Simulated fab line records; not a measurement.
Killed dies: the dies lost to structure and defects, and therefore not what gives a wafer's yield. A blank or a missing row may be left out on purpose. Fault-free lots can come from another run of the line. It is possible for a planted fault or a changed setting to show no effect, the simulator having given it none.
fab line records	flow n5-finfet
record: lots: 4	wafers: 12	last-day: 16
route steps=1938 shown BEOL_M8@1368 PASSIVATION@1936
lots that met no fault: from a run of the same line without faults
start-h: hours from the record's first day to the start of the lot's first wafer shown	wait-h: hours elapsed since this lot's preceding step	" identical to the entry in the row above	L1.1+2: a single row standing in for several wafers	- either no value or no given start	* or withheld: withheld	< > ~ a bound
route shown NAME@n: names a module that has steps shown in the file, with the first one's number in the route	usual: mean/standard deviation of fault-free wafers	same: alike in all rows	chamber/n: place in a boat	sites: each site's reading	_std_site: how widely they spread, as a standard deviation	_edge_site: inner sites' mean taken away from outer sites' mean	radius-mm: for every site, how far away it sits from the centre of the wafer	mask NAME#n: copy n	behind: tool/chamber where the wafer was last shaped	hold: reason for holding the lot/hours on hold/outcome of the hold	device: the n, p or np transistor that did not switch	end of line: at the end of the route, the tests of the same wafers	for a step that has no rows: nothing shown but its recipe	killed: at the first sort, the dies lost to defects and structure; wafer yield is something else	map: shows each die of a wafer: x if killed, . if not, _ if none is there
set.NAME: setting as actually run; set.NAME@STEP: the setting as run at that earlier step	model.NAME: the simulator's own value behind a step, which no gauge read
certain route steps with their lots: each step a table, each wafer a row
services: the hour from which a tool's chamber was out of use, counted from the record's first day as start-h (under 0 if before that day), plus the number of hours and why
== steps ==
step: N5_BEOL_M8_DESCUM_33
recipe: chemistry: O2	time-s: 7	source-power-w: 50	bias-power-w: 20	pressure-mtorr: 20	rf-frequency-hz: 2.712e+07	temp-c: 40	resist: CAR-EUV	o2-flow-sccm: 225
step: N5_BEOL_M8_ETCH_72
recipe: chemistry: N2/H2	target: underlayer	target-depth-a: 65	mask-material: CAR-EUV	time-s: 5.2	ion-energy-ev: 200	pressure-mtorr: 30	source-w: 840	bias-w: 150	n2-flow-sccm: 200	h2-flow-sccm: 200	ends: cleared
step: N5_BEOL_M8_ETCH_65
recipe: chemistry: CF4	target: SiARC	target-depth-a: 156	mask-material: CAR-EUV	time-s: 26	ion-energy-ev: 80	pressure-mtorr: 40	source-w: 545	bias-w: 36	Ar_flow_sccm: 100	cf4-flow-sccm: 100	ends: cleared
step: N5_BEOL_M8_ETCH_66
recipe: chemistry: N2/H2	target: SOC	target-depth-a: 800	overetch-a: 160	mask-material: SiARC	temp-c: 40	time-s: 120	ion-energy-ev: 200	pressure-mtorr: 30	source-w: 840	bias-w: 150	n2-flow-sccm: 200	h2-flow-sccm: 200
step: N5_BEOL_M8_STRIP_69
recipe: chemistry: N2/H2	temp-c: 40	n2-flow-sccm: 200	h2-flow-sccm: 200	rf-frequency-hz: 6e+07
step: N5_BEOL_M8_STRIP_73
recipe: chemistry: N2/H2	temp-c: 40	n2-flow-sccm: 200	h2-flow-sccm: 200	rf-frequency-hz: 6e+07
step: N5_BEOL_M8_VIA_ETCH_34
recipe: chemistry: C4F6/O2	target: SiCOH_lowk	target-depth-a: 1255	mask-material: SOC	taper-deg: 4	time-s: 50.5	ion-energy-ev: 250	pressure-mtorr: 30	source-w: 345	bias-w: 185	Ar_flow_sccm: 300	C4F6_flow_sccm: 10	O2_flow_sccm: 10
step: N5_BEOL_M8_STRIP_76
recipe: chemistry: C4F6/O2	resist: SiARC	rf-frequency-hz: 6e+07
step: N5_BEOL_M8_STRIP_36
recipe: chemistry: N2/H2	power-w: 450	temp-c: 40	pressure-mtorr: 20	rf-frequency-hz: 6e+07	overash-fraction: 0.3	bias-power-w: 7	h2-frac: 0.5	n2-flow-sccm: 200	h2-flow-sccm: 200
step: N5_BEOL_M8_TRENCH_ETCH_37
recipe: chemistry: C4F6/O2	target-depth-a: 934.78	target: SiCOH_lowk	time-s: 31.2	ion-energy-ev: 250	pressure-mtorr: 30	source-w: 345	bias-w: 185	Ar_flow_sccm: 300	C4F6_flow_sccm: 10	O2_flow_sccm: 10
usual: drypump-motor-current-A: 5.7/0.4	oes-product-au: 0.82/0.098	rf-fwd-power-W: 340.4/1.5	rf-vpp-V: 652/20	showerhead-plenum-p-Torr: 2.85/0.11	throttle-valve-pct: 20.76/0.23
lot.wafer	tool	chamber	start-h	wait-h	drypump-motor-current-A	oes-product-au	rf-fwd-power-W	rf-hours-counter-h	rf-vpp-V	showerhead-plenum-p-Torr	throttle-valve-pct	model.BEOL_M8.feature-depth-nm	model.etch.depth-nm
L580.1	rie-diel-05	2	223.40	-	5.5	0.70	340.8	190	664	2.59	20.71	90	89.95
L580.2	"	1	"	"	6.1	0.74	339.4	175	666	2.94	20.96	91.6	91.64
L580.5	"	0	"	"	5.1	0.91	338.7	-	618	2.93	20.54	96	95.92
L593.1	rie-diel-02	1	303.18	-	5.9	0.84	341.3	60	683	2.87	20.51	90.8	90.83
L593.2	"	2	"	"	5.6	0.88	342.1	31	634	2.78	20.73	93.4	93.31
L593.5	"	1	"	"	5.9	0.84	341.3	-	681	2.87	20.50	90.8	90.81
L595.2	rie-diel-05	2	315.45	-	5.4	0.74	422.1	215	595	2.58	20.75	100.6	100.6
L595.3	"	1	"	"	6.1	0.76	422.4	200	597	2.92	21.03	99.8	99.75
L595.5	"	1	"	"	6.1	0.76	422.7	-	597	2.92	21.03	99.4	99.39
L594.1	rie-diel-05	0	325.36	-	5.1	0.91	424.0	54	554	2.92	20.58	104.4	104.4
L594.3	"	2	"	"	5.5	0.74	423.9	218	595	2.58	20.76	99.8	99.79
L594.5	"	0	"	"	5.1	0.91	421.2	-	552	2.92	20.59	104.2	104.2
step: N5_BEOL_M8_ETCH_41
recipe: chemistry: CH3F/O2	target: SiCN	target-depth-a: 319	taper-deg: 2	time-s: 57.8	ion-energy-ev: 120	mask-material: TiN	pressure-mtorr: 30	source-w: 395	bias-w: 75	Ar_flow_sccm: 150	CH3F_flow_sccm: 30	O2_flow_sccm: 20
step: N5_BEOL_M8_STRIP_80
recipe: chemistry: N2/H2	time-s: 10	power-w: 450	temp-c: 40	pressure-mtorr: 20	rf-frequency-hz: 6e+07	bias-power-w: 7	n2-flow-sccm: 200	h2-flow-sccm: 200
step: N5_BEOL_M8_OCD_MEAS_38
usual: trench-depth-nm: 92.2/2.4
lot.wafer	tool	chamber	start-h	wait-h	trench-depth-nm
L580.1	ocd-02	-	223.57	-	89.6
L580.2	"	-	"	"	91.5
L580.5	"	-	"	"	95.8
L593.1	ocd-01	-	303.33	-	90.8
L593.2	"	-	"	"	93.1
L593.5	"	-	"	"	90.7
L595.2	ocd-02	-	315.61	-	100.7
L595.3	"	-	"	"	100.0
L595.5	"	-	"	"	99.2
L594.1	ocd-01	-	325.52	-	104.0
L594.3	"	-	"	"	100.1
L594.5	"	-	"	"	104.5
step: N5_BEOL_M8_HM_STRIP_39
recipe: chemistry: peroxide-tin-strip	material: TiN	target-depth-a: 250	temp-c: 50	time-s: 158
step: N5_BEOL_M8_SRD_40
recipe: time-s: 30	temp-c: 23	rinse-liquid: diw	dry: ipa-marangoni
step: N5_BEOL_M8_PRECLEAN_42
recipe: chemistry: residue-remover	time-s: 60	temp-c: 40
step: N5_BEOL_M8_SRD_43
recipe: time-s: 30	temp-c: 23	rinse-liquid: diw	dry: ipa-marangoni
step: N5_BEOL_M8_CURE_75
recipe: temp-c: 370	time-s: 120	ambient: DMADMS/He	material: SiCOH_lowk
step: N5_BEOL_M8_DEGAS_44
recipe: ambient: vacuum	temp-c: 250	time-s: 60
step: N5_BEOL_M8_PRE_CLEAN_45
recipe: gas: H2/He	time-s: 30	temp-c: 250
step: N5_BEOL_M8_ALD_77
recipe: material: TaN	target-thk-a: 20	temp-c: 275	ald-precursor-family: PDMAT	ald-co-reactant: NH3	pressure-torr: 3	carrier-flow-sccm: 1500	pulse-time-s: 2	purge-time-s: 3	co-reactant-purge-time-s: 2	co-reactant-pulse-time-s: 3	ald-cycles: 40	precursor-vessel-temp-c: 75	precursor-vessel-pressure-torr: 26.25	precursor-vessel-carrier-sccm: 1000
step: N5_BEOL_M8_SURFACE_TREAT_79
recipe: gas: Ar	time-s: *	ion-energy-ev: *	ion-current-ma-cm2: 0.5	pressure-mtorr: *	ar-flow-sccm: 30
step: N5_BEOL_M8_CVD_78
recipe: material: Co	target-thk-a: 20	temp-c: withheld	precursor: CCTBA/H2	pressure-torr: 30	time-s: 142.3
step: N5_BEOL_M8_SPUTTER_48
recipe: material: Cu	target-thk-a: 100	temp-c: -20	bias-v: 60	power-w: 26000	chamber-pressure-pa: 0.13	time-s: 1.667
step: N5_BEOL_M8_ECD_50
recipe: material: Cu	target-thk-a: 3000
step: N5_BEOL_M8_ANNEAL_51
recipe: temp-c: 225	time-s: 90	ambient: N2
step: N5_BEOL_M8_CMP_52
recipe: stop-on: SiCOH_lowk	t-overpolish-s: 6.9	down-force-psi: 1	platen-rpm: 50	clearing-platen-down-force-psi: 1.5	clearing-platen-rpm: 50	post-cmp-clean: cu-alkaline	target-thk-nm: 80	clearing-platen-pad-velocity-m-s: 0.99484	pad-velocity-m-s: 0.99484
usual: barrier-field-endpoint-s: 28.6/0.79	motor-current-A: 6.2/0.57	overpolish-run-s: 6.900/0.01	time-to-endpoint-s: 61/4.1
lot.wafer	tool	chamber	start-h	wait-h	barrier-field-endpoint-s	motor-current-A	overpolish-run-s	time-to-endpoint-s	model.Cu_of_BEOL_M8_ECD_50.thk-nm
L580.2	cmp-03	3	226.66	0.3	28.6	6.4	6.909	60	76.6
L580.1	"	0	"	"	28.4	6.4	6.915	57	74.2
L580.5	"	3	"	"	28.1	6.2	6.898	58	80.4
L593.2	cmp-01	3	305.50	0.4	29.0	6.7	6.906	65	80.4
L593.1	"	0	"	"	29.5	6.8	6.889	68	79.2
L593.5	"	3	"	"	30.2	6.4	6.881	67	79
L595.2	cmp-04	3	318.71	0.3	27.0	6.0	6.910	51	83.2
L595.3	"	1	"	"	29.3	5.6	6.891	61	86.4
L595.5	"	3	"	"	28.4	6.0	6.896	54	83.2
L594.3	cmp-04	1	327.42	0.2	28.7	5.7	6.901	60	86.8
L594.1	"	2	"	"	28.1	6.0	6.887	59	92.4
L594.5	"	2	"	"	29.2	5.9	6.882	58	90.2
step: N5_BEOL_M8_THK_MEAS_53
recipe: thk-meas-gauge: xrf	reads: Cu_of_BEOL_M8_ECD_50
usual: M8_THK: 78.0/2.7
lot.wafer	tool	chamber	start-h	wait-h	M8_THK[nm]
L580.1	film-metro-02	-	226.91	-	73.7
L580.2	"	-	"	"	76.2
L580.5	"	-	"	"	80.2
L593.1	film-metro-02	-	305.75	-	79.3
L593.2	"	-	"	"	79.7
L593.5	"	-	"	"	78.9
L595.2	film-metro-02	-	318.97	-	83.1
L595.3	"	-	"	"	85.8
L595.5	"	-	"	"	82.8
L594.1	film-metro-01	-	327.72	-	91.6
L594.3	"	-	"	"	86.5
L594.5	"	-	"	"	89.4
step: N5_BEOL_M8_PRE_CLEAN_55
recipe: gas: NH3	time-s: 15	temp-c: withheld	rf-power-w: 300
step: N5_BEOL_M8_DEP_56
recipe: material: SiCN	target-thk-a: 100	temp-c: withheld	precursor: 3MS/NH3	pressure-torr: 3	rf-w: 202	time-s: 17.5
step: N5_BEOL_M8_RS_MEAS_57
recipe: thk-meas-gauge: four-point-probe	reads: Cu_of_BEOL_M8_ECD_50+Co_of_BEOL_M8_CVD_78+TaN_of_BEOL_M8_ALD_77
usual: M8_RS: 0.294/0.012
lot.wafer	tool	chamber	start-h	wait-h	M8_RS[ohm/sq]
L580.1	film-metro-02	-	227.04	0.1	0.314
L580.2	"	-	"	"	0.301
L580.5	"	-	"	"	0.284
L593.1	film-metro-01	-	305.93	0.1	0.289
L593.2	"	-	"	"	0.284
L593.5	"	-	"	"	0.291
L595.2	film-metro-02	-	319.13	0.1	0.273
L595.3	"	-	"	"	0.261
L595.5	"	-	"	"	0.273
L594.1	film-metro-02	-	327.85	0.1	0.242
L594.3	"	-	"	"	0.261
L594.5	"	-	"	"	0.248
step: N5_PASSIVATION_PROBE_49
usual: defect-limited-yield: 91.2/1.6	killed_at_M0_to_M3: 34/11	killed_at_M4_up: 13/5.2	killed-at-contacts: 13/6.3	killed-at-front-end: 40/14	killed-at-other: 3.2/2.4	killed-dies: 104/19	killed-open: 69/14	killed-short: 32/7.5	sort_bin_5_function: 5.3/1.1	sort_bin_6_memory: 3.2/0.73	sort-n-pass: 1076/19	sort-yield-pct: 91.2/1.6
same: gross-dies: 1180	killed-at-back-side: 0	sort_bin_4_leakage[%]: 0	sort_bin_8_speed[%]: 0
lot.wafer	tool	chamber	start-h	wait-h	defect-limited-yield[%]	killed_at_M0_to_M3	killed_at_M4_up	killed-at-contacts	killed-at-front-end	killed-at-other	killed-dies	killed-open	killed-short	sort_bin_5_function[%]	sort_bin_6_memory[%]	sort-n-pass	sort-yield-pct[%]
L595.2	prober-02	-	387.42	0.1	92.5	29	12	12	32	3	88	58	26	4.5	2.6	1092	92.5
L595.3	prober-02	-	387.47	0.1	91.9	38	15	12	28	3	96	63	32	4.7	3.2	1084	91.9
L595.5	prober-02	-	387.57	0.2	93.8	33	12	3	25	0	73	46	23	3.3	2.6	1107	93.8
L594.1	prober-01	-	393.34	0.0	91.0	36	6	36	25	3	106	77	28	6.4	2.2	1074	91.0
L594.3	prober-01	-	393.44	0.1	93.5	25	10	18	23	1	77	59	15	4.1	2.3	1103	93.5
L594.5	prober-01	-	393.54	0.2	91.0	31	17	12	38	8	106	76	30	5.5	3.1	1074	91.0
killed by level:class
L595.2 MOL_CONTACT_COAG:geometric-particle:open=8 DUMMY_GATE:geometric-particle:open=7 BEOL_M1:geometric-particle:open=7 BEOL_M3:geometric-particle:open=7 BEOL_M0_SAQP:geometric-particle:open=5 STARTING-WAFER:geometric-particle:open=5 STI_FIN_REVEAL:geometric-particle:open=4 MOL_CONTACT_COAG:geometric-particle:short=4
L595.3 STI_FIN_REVEAL:geometric-particle:open=11 BEOL_M0_SAQP:geometric-particle:short=11 MOL_CONTACT_COAG:geometric-particle:open=10 BEOL_M0_SAQP:geometric-particle:open=7 BEOL_M1:geometric-particle:open=6 BEOL_M3:geometric-particle:open=5 BEOL_M1:geometric-particle:short=4 BEOL_M2:geometric-particle:open=4
L595.5 BEOL_M0_SAQP:geometric-particle:open=8 FIN_SAQP:geometric-particle:short=6 BEOL_M1:geometric-particle:open=6 BEOL_M0_SAQP:geometric-particle:short=4 BEOL_M3:geometric-particle:open=4 FIN_SAQP:geometric-particle:open=3 STI_FIN_REVEAL:geometric-particle:open=3 DUMMY_GATE:geometric-particle:open=3
L594.1 MOL_CONTACT_COAG:geometric-particle:open=29 BEOL_M2:geometric-particle:open=11 STI_FIN_REVEAL:geometric-particle:open=9 MOL_CONTACT_COAG:geometric-particle:short=7 BEOL_M0_SAQP:geometric-particle:short=6 BEOL_M0:geometric-particle:open=5 BEOL_M3:geometric-particle:open=5 FIN_SAQP:geometric-particle:short=3
L594.3 MOL_CONTACT_COAG:geometric-particle:open=17 BEOL_M3:geometric-particle:open=7 BEOL_M1:geometric-particle:open=6 STARTING-WAFER:geometric-particle:open=5 GATE_CUT:geometric-particle:short=4 BEOL_M0:geometric-particle:open=4 STI_FIN_REVEAL:geometric-particle:open=3 BEOL_M2:geometric-particle:open=3
L594.5 MOL_CONTACT_COAG:geometric-particle:open=11 STI_FIN_REVEAL:geometric-particle:open=10 GATE_CUT:geometric-particle:short=8 BEOL_M3:geometric-particle:open=7 BEOL_M0:geometric-particle:open=6 FIN_SAQP:geometric-particle:short=5 BEOL_M0_SAQP:geometric-particle:short=5 BEOL_M5:geometric-particle:open=5
== services ==
tool	chamber	start-h	hours	kind
rie-diel-05	3	201.47	13.7	repair
rie-diel-02	2	205.13	-	clean
rie-diel-02	2	205.13	-	consumable-replace:focus-ring
rie-diel-02	2	205.13	22.7	scheduled-down
rie-diel-02	2	205.13	22.7	vent-cycle
cmp-04	-	206.44	1.8	repair
cmp-03	-	209.25	4.0	pm
cmp-03	-	213.25	-	consumable-replace:conditioner
cmp-03	-	213.25	-	consumable-replace:pad
rie-diel-05	2	219.41	2.6	repair
cmp-03	-	230.23	0.5	repair
rie-diel-02	3	230.91	5.1	repair
cmp-04	-	243.09	7.8	pm
cmp-01	-	249.27	0.4	repair
cmp-04	-	254.72	11.9	pm
cmp-01	-	267.77	4.0	pm
cmp-03	-	273.50	26.7	repair
rie-diel-05	-	291.28	14.6	pm
cmp-04	-	301.98	4.0	pm
cmp-03	-	302.15	15.6	pm
cmp-04	-	305.98	-	consumable-replace:conditioner
cmp-04	-	305.98	-	consumable-replace:pad
cmp-01	-	324.78	0.4	repair
cmp-03	-	326.82	6.2	pm
== key ==
first-sign: step: N5_BEOL_M8_TRENCH_ETCH_37	reading: rf-fwd-power-W	direction: up	sigmas: 55	usual: *	struck: *
effect: step: N5_BEOL_M8_TRENCH_ETCH_37	reading: rf-vpp-V	direction: down	sigmas: 3.5	usual: 652	struck: 582
effect: step: N5_BEOL_M8_OCD_MEAS_38	reading: trench-depth-nm	direction: up	sigmas: 3.8	usual: 92.2	struck: 101.4
effect: step: N5_BEOL_M8_THK_MEAS_53	reading: M8_THK	direction: up	sigmas: 3.1	usual: 78.0	struck: 86.5
effect: step: N5_BEOL_M8_RS_MEAS_57	reading: M8_RS	direction: down	sigmas: 2.8	usual: 0.294	struck: 0.260
model-effect: step: N5_BEOL_M8_TRENCH_ETCH_37	value: BEOL_M8.feature-depth-nm	without: 93.2	struck: 101.4
model-effect: step: N5_BEOL_M8_CMP_52	value: Cu_of_BEOL_M8_ECD_50.thk-nm	without: 78.9	struck: 87.03
met-at N5_BEOL_M8_TRENCH_ETCH_37
struck-wafers L594.1,L594.3,L594.5,L595.2,L595.3,L595.5
onset-between 223.40 315.45
fault: kind: process-parameter-drift	tool: rie-diel-05	chamber: -	onset-h: 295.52	steps: N5_BEOL_M8_TRENCH_ETCH_37	channel: source-w	offset: 82.8	shape: step	end-h: 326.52	acts-in: these-recipes-only	stated: 345
